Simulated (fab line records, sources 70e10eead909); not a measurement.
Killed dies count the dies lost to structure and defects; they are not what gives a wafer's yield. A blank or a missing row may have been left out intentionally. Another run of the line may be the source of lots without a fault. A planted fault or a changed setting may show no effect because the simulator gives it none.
A struck lot beside a sound one	flow nandHarc	13 out of 1302 route steps
Sound: wafers L449.3, L449.5, L449.6. Wafers L458.1, L458.2, L458.6 were the ones struck. The cause comes at the end.
Order at every step that has rows: each side's tool, ch and its chambers, its first start. Under that, the readings that differ: sound wafers	struck wafers	difference of the means	sigmas: that difference in standard deviations of wafers without a fault.
alike: same words and numbers on both sides, and readings whose means sit less than 2 such deviations apart. not compared: any withheld reading, any reading some wafer has no value for, any bound like >300 that may hide the same value, and any number with overlapping values for which the record gives no deviation.
Wherever a step has rows on one side only, a row that says differs or no value, or a row with sigmas, the two part there. Non-overlapping numbers with no deviation appear without sigmas and do not part them. A reading missing from all wafers of one side parts the sides only when that side holds two or more wafers.

NHARC_A_SOURCE_PLATE_THK_MEAS_06: measures by ellipsometry.
  struck on filmMetro-02, day 15 17:32; sound on filmMetro-01, day 11 22:28
  alike: thkNm
NHARC_A_SOURCE_PLATE_INSPECT_08:
  struck on defectInspect-01, day 15 17:36; sound on defectInspect-02, day 11 22:31
  alike: rawDefectCount
then, no rows for these wafers at 1 step: NHARC_A_ONON_D1_DEP_00 (target thk 1000 nm).
NHARC_A_ONON_D1_THK_MEAS_02: measures by ellipsometry.
  struck on filmMetro-01, day 15 18:11; sound on filmMetro-02, day 11 23:06
  alike: thkNm
then, no rows for these wafers at 1 step: NHARC_A_ONON_D1_DEP_03 (target thk 1000 nm).
NHARC_A_ONON_D1_THK_MEAS_05: measures by ellipsometry.
  struck on filmMetro-01, day 15 18:44; sound on filmMetro-01, day 11 23:40
  alike: thkNm
then, no rows for these wafers at 1 step: NHARC_A_ONON_D1_DEP_06 (target thk 1000 nm).
NHARC_A_ONON_D1_THK_MEAS_08: measures by ellipsometry.
  struck on filmMetro-02, day 15 19:19; sound on filmMetro-01, day 12 00:14
  alike: thkNm
then, no rows for these wafers at 1 step: NHARC_A_ONON_D1_DEP_09 (target thk 1000 nm).
NHARC_A_ONON_D1_THK_MEAS_11: measures by ellipsometry.
  struck on filmMetro-02, day 15 19:52; sound on filmMetro-02, day 12 00:47
  alike: thkNm
NHARC_A_ONON_D1_DEP_12: target thk 1000 nm.
  sound on pecvdOnon-04 ch 0, day 12 00:58; struck on pecvdOnon-04 ch 0, day 15 19:56
  alike: n2oFlowSccm, nh3FlowSccm
NHARC_A_ONON_D1_THK_MEAS_14: measures by ellipsometry.
  struck on filmMetro-01, day 15 20:37; sound on filmMetro-02, day 12 01:23
reading	sound	struck	difference	sigmas
thkNm (nm)	999 996 998	1848 1847 1847	+850	+98
  not compared: hold
NHARC_END_SORT_01:
  the record has rows for the sound wafers here (prober-02 ch 0, day 28 22:28) and none for the struck ones

== WHERE THEY PART ==
Last at NHARC_END_SORT_01 as far as this record goes, first at NHARC_A_ONON_D1_THK_MEAS_14.

WHY: what the simulator had put in
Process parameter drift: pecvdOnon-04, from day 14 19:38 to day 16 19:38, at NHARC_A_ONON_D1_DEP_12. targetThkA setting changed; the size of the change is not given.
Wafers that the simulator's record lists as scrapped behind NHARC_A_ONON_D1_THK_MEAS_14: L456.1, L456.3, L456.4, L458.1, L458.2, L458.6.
